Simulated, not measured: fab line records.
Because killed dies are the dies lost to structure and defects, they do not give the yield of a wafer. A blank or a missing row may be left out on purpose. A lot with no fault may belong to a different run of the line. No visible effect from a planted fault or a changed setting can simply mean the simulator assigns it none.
Problem report, 8D (eight disciplines) form, completed by code :: flow n5 finfet :: the parts of the form that need people (team, actions taken, sign-off) are left out

== 1. WHAT WENT WRONG ==
Across 3 wafers from 2 lots, HMC_CMP_THK at N5_PMOS_HMC_CHANNEL_EPI_THK_MEAS_22 averages 35.1 nm, while fault-free wafers read 54.3 nm with a standard deviation of 0.8. That puts it -24 standard deviations away from the usual mean.
First observed at day 6 15:04: wafer L647.1, on film metro-01. At this step, 33 wafers from 12 lots have a number in the record. Rule for "out" (also "out of limits"): further than 4 standard deviations from the usual mean. The rest of the wafers with a number are treated as sound.

== 2. WHAT IT IS; WHAT IT IS NOT ==
question: which readings at this step
is: HMC_CMP_THK
is not: -

question: which lots
is: L647, L650
is not: L628, L630, L632, L633, L636, L637, L638, L640, L641, L643

question: which wafers of those lots
is: L647.1, L647.4, L650.4
is not: L650.3

question: read on which gauges
is: film metro-01, film metro-02
is not: -

question: when
is: from day 6 15:04
is not: up to then (29 sound wafers); but 1 sound wafer of L650 came after

== 3. THE SUSPECTS, EACH WITH WHAT RULES IT OUT ==
Counting: if a tool at a process step up to the reading ran every lot that is out, it stays a suspect. Sound lots after the first of them don't rule it out here, since some wafers of a struck lot are sound.
- the gauge at N5_PMOS_HMC_CHANNEL_EPI_THK_MEAS_22: ruled out. 2 gauges (film metro-01, film metro-02) read the wafers that are out.
- rie si-02 at N5_PMOS_HMC_CHANNEL_EPI_FIN_RECESS_16 (chemistry HBr/Cl2, target Si, target depth 54 nm, time 18 s): kept. Every lot that is out went through it, the first being L647 (day 6 13:14); the last sound lot it ran before that was L643 (day 5 11:53). Its own oes product au readings are out on those wafers.
Left after counting: rie si-02 at N5_PMOS_HMC_CHANNEL_EPI_FIN_RECESS_16.

== 4. THE CAUSE (what the simulator had put in) ==
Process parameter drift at N5_PMOS_HMC_CHANNEL_EPI_FIN_RECESS_16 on rie si-02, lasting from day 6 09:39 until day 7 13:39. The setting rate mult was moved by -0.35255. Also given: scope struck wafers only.
This tool alone remained once counting was done.

== 5. SEQUENCE OF EFFECTS, ordered by route ==
One row per reading whose mean, taken over the struck wafers that have a number, lies over 3 standard deviations from the usual. Only readings for which the record gives a usual standard deviation are gone through. hours: the time from each lot's start at the first step in this table that gives one to its start at this step, as a median over the lots. sigmas: the change in usual standard deviations.
hours: 0
step: N5_PMOS_HMC_CHANNEL_EPI_FIN_RECESS_16
reading: oes product au
usual: 0.995 a.u.
on struck wafers: 0.792
change: -0.203
sigmas: -10

hours: 2
step: N5_PMOS_HMC_CHANNEL_EPI_THK_MEAS_22
reading: HMC_CMP_THK
usual: 54.3 nm
on struck wafers: 35.1
change: -19.2
sigmas: -24
The process steps in it:
- N5_PMOS_HMC_CHANNEL_EPI_FIN_RECESS_16: chemistry HBr/Cl2, target Si, target depth 54 nm, time 18 s.

== 6. HOW IT WOULD HAVE BEEN CAUGHT EARLIER ==
5 hours passed between the start of the fault at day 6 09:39 and the first reading out of limits at a measuring or inspecting step in this record, taken at day 6 15:04.
The tool's own readings at N5_PMOS_HMC_CHANNEL_EPI_FIN_RECESS_16 were out on every struck wafer that the step has a row for (oes product au): an alarm limit on them would have fired on the first of those.
Among the 2 lots that are out, L650 began N5_PMOS_HMC_CHANNEL_EPI_FIN_RECESS_16 on rie si-02 after day 6 15:04. Putting the tool on hold at that point would have spared it.
